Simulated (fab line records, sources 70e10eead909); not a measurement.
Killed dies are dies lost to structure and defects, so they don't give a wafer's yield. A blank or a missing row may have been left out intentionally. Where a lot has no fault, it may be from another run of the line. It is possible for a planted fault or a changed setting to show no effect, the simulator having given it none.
A lot that was struck, set against a sound lot || flow nand_harc || 39 out of 1302 route steps
Sound: the wafers L929.1, L929.2, L929.6. Struck: wafer L938.4. (L938.1, L938.3 of the same lot were not struck and are left out.) The cause comes at the end.
At each step with rows: each side's tool, then ch and its chambers, then its first start. Under that, the readings that differ: sound wafers || struck wafers || difference of the means || sigmas: that difference in standard deviations of wafers without a fault.
alike: a reading whose means differ by less than 2 such deviations, as well as words and numbers matching on both sides. not compared: withheld readings; readings where some wafer has no value; bounds like >300 that might hide an equal value; numbers whose values overlap and for which the record gives no deviation.
A row with sigmas, a row that says differs or no value, or rows on one side alone: a step with any of these is where the two part. Numbers that have no deviation but don't overlap get no sigmas and don't part them. A reading that every wafer of one side lacks parts them only if that side has two wafers or more.

first, 1 step without rows for these wafers: NHARC_P_BONDPAD_DEVELOP_08 (time 50 s).
NHARC_P_BONDPAD_CD_MEAS_09 targets a cd of 500 nm.
  sound on cd_sem-01 ch 0, day 7 16:32; struck on cd_sem-03 ch 0, day 11 15:07
  alike: cd_nm
NHARC_P_BONDPAD_OVL_MEAS_38:
  sound: overlay-01 at day 7 16:38; struck: overlay-02 at day 11 15:13
{"reading": "overlay_y_nm (nm)", "sound": "-3 -3 -3", "struck": 9, "difference": "+12", "sigmas": "+3"}
  alike: overlay_x_nm
then, 1 step without rows for these wafers: NHARC_P_BONDPAD_HARDBAKE_10 (time 65 s).
NHARC_P_BONDPAD_DESCUM_11: chemistry O2, time 3 s.
  sound on rie_diel-13 ch 0,2,3, day 7 16:46; struck on rie_diel-08 ch 2, day 11 15:20
{"reading": "oes_product_au (a.u.)", "sound": "0.999 1.015 1.016", "struck": 0.992, "difference": -0.018, "sigmas": -2}
  alike: drypump_motor_current_A, rf_vpp_V, showerhead_plenum_p_Torr, throttle_valve_pct
  not compared: rf_hours_counter_h
then, 2 steps without rows for these wafers: NHARC_P_BONDPAD_ETCH_37 (etches the open film in N2/H2, target depth 60 nm, overetch 18 nm, time 65.91 s); NHARC_P_BONDPAD_ETCH_12 (etches the open film in CHF3/O2, target depth 200 nm, time 100 s).
NHARC_P_BONDPAD_CD_MEAS_13:
  sound: cd_sem-02 at day 7 17:04; struck: cd_sem-02 at day 11 15:39
{"reading": "cd_nm (nm)", "sound": "501.5 500.4 500.7", "struck": 497.5, "difference": -3.4, "sigmas": -2}
NHARC_P_BONDPAD_STRIP_15: strips in O2.
  sound on rie_diel-08 ch 1,2,3, day 7 17:10; struck on rie_diel-13 ch 2, day 11 15:44
{"reading": "throttle_valve_pct (%)", "sound": "17.050 17.038 17.057", "struck": 17.026, "difference": -0.022, "sigmas": -2}
  alike: drypump_motor_current_A, oes_product_au, rf_vpp_V, showerhead_plenum_p_Torr
  not compared: rf_hours_counter_h
then, 2 steps without rows for these wafers: NHARC_P_BONDPAD_ETCH_24 (etches the open film in CF4/N2, target depth 30 nm, time 72.99 s); NHARC_P_BONDPAD_STRIP_16 (strips in post etch residue remover, time 600 s).
NHARC_P_BONDPAD_DEGAS_25: time 60 s.
  sound: pvd_sputter-01 at day 7 17:41; struck: pvd_sputter-03 at day 11 16:17
{"reading": "heater_power_w (W)", "sound": "477 551 545", "struck": 425, "difference": -99, "sigmas": -2}
NHARC_P_BONDPAD_PRE_CLEAN_26: time 30 s.
  sound: pvd_sputter-01 at day 7 17:45; struck: pvd_sputter-03 at day 11 16:20
{"reading": "heater_power_w (W)", "sound": "417 401 402", "struck": 492, "difference": "+85", "sigmas": "+2"}
then, 1 step without rows for these wafers: NHARC_P_BONDPAD_PVD_17 (deposits TaN, target thk 5 nm, time 8.06 s).
NHARC_P_BONDPAD_PVD_27: deposits Cu, target thk 30 nm, time 20.49 s.
  sound on pvd_sputter-01; struck on pvd_sputter-03
  alike: throttle_valve_pct
then, 2 steps without rows for these wafers: NHARC_P_BONDPAD_ECD_18 (material Cu, target thk 400 nm); NHARC_P_BONDPAD_ANNEAL_28 (time 90 s).
NHARC_P_BONDPAD_CMP_19: polishes, t overpolish 30 s, cu recess touch 16 s, target thk 160.81 nm.
  sound on cmp-04 ch 0,2,3, day 7 18:50; struck on cmp-02 ch 3, day 11 17:23
  alike: motor_current_A, overpolish_run_s
NHARC_P_BONDPAD_THK_MEAS_20: measures by xrf.
  sound: film_metro-02 at day 7 19:05; struck: film_metro-02 at day 11 17:41
  alike: thk_nm
then, 15 steps without rows for these wafers: NHARC_P_BONDPAD_SRD_21 (time 30 s, dry time 20 s); NHARC_P_BONDPAD_ACTIVATE_29 (chemistry N2, time 60 s); NHARC_P_BONDPAD_PRECLEAN_30 (cleans in DIW, time 300 s); NHARC_P_BONDPAD_SRD_31 (time 30 s, dry time 20 s); NHARC_A_ZERO_WELL_PRECLEAN_00 (cleans in SPM, time 600 s); NHARC_A_ZERO_WELL_SRD_01; NHARC_A_ZERO_WELL_DEHYDRATE_02 (time 120 s); NHARC_A_ZERO_WELL_HMDS_03 (time 30 s); NHARC_A_ZERO_WELL_COAT_18 (time 65 s); NHARC_A_ZERO_WELL_COAT_04 (resist thk 600 nm); NHARC_A_ZERO_WELL_SOFTBAKE_05 (time 70 s); NHARC_A_ZERO_WELL_EBR_06; NHARC_A_ZERO_WELL_EXPOSE_07 (exposes mask A ZERO); NHARC_A_ZERO_WELL_PEB_08 (peb time 80 s); NHARC_A_ZERO_WELL_DEVELOP_09 (time 50 s).
NHARC_A_ZERO_WELL_CD_MEAS_10 targets a cd of 2000 nm.
  sound on cd_sem-03 ch 0, day 7 20:29; struck on cd_sem-03 ch 0, day 11 19:05
  alike: cd_nm
then, 3 steps without rows for these wafers: NHARC_A_ZERO_WELL_HARDBAKE_11 (time 65 s); NHARC_A_ZERO_WELL_DESCUM_12 (chemistry O2, time 3 s); NHARC_A_ZERO_WELL_ETCH_19 (etches the open film in N2/H2, target depth 80 nm, overetch 24 nm, time 87.88 s).
-- the record jumps here: 18 days lie between the struck wafers' starts before and after (it left off in module A_ZERO_WELL and takes up again in module END, whose first step shown is number 1302 of the route) --
NHARC_END_SORT_01:
  sound on prober-01 ch 0, day 25 09:07; struck on prober-01 ch 0, day 29 20:55
{"reading": "defect_limited_yield (%)", "sound": "92.8 91.3 93.4", "struck": 77.3, "difference": -15.2, "sigmas": -6}
{"reading": "killed_at_periphery", "sound": "1 3 6", "struck": 81, "difference": "+78", "sigmas": "+34"}
{"reading": "killed_dies", "sound": "49 59 45", "struck": 154, "difference": "+103", "sigmas": "+6"}
{"reading": "killed_short", "sound": "5 4 3", "struck": 0, "difference": -4, "sigmas": -2}
  alike: killed_at_array, killed_at_other, killed_open

== WHERE THEY PART ==
Earliest at NHARC_P_BONDPAD_OVL_MEAS_38; latest, in this record, at NHARC_END_SORT_01.

WHY: the cause the simulator had injected
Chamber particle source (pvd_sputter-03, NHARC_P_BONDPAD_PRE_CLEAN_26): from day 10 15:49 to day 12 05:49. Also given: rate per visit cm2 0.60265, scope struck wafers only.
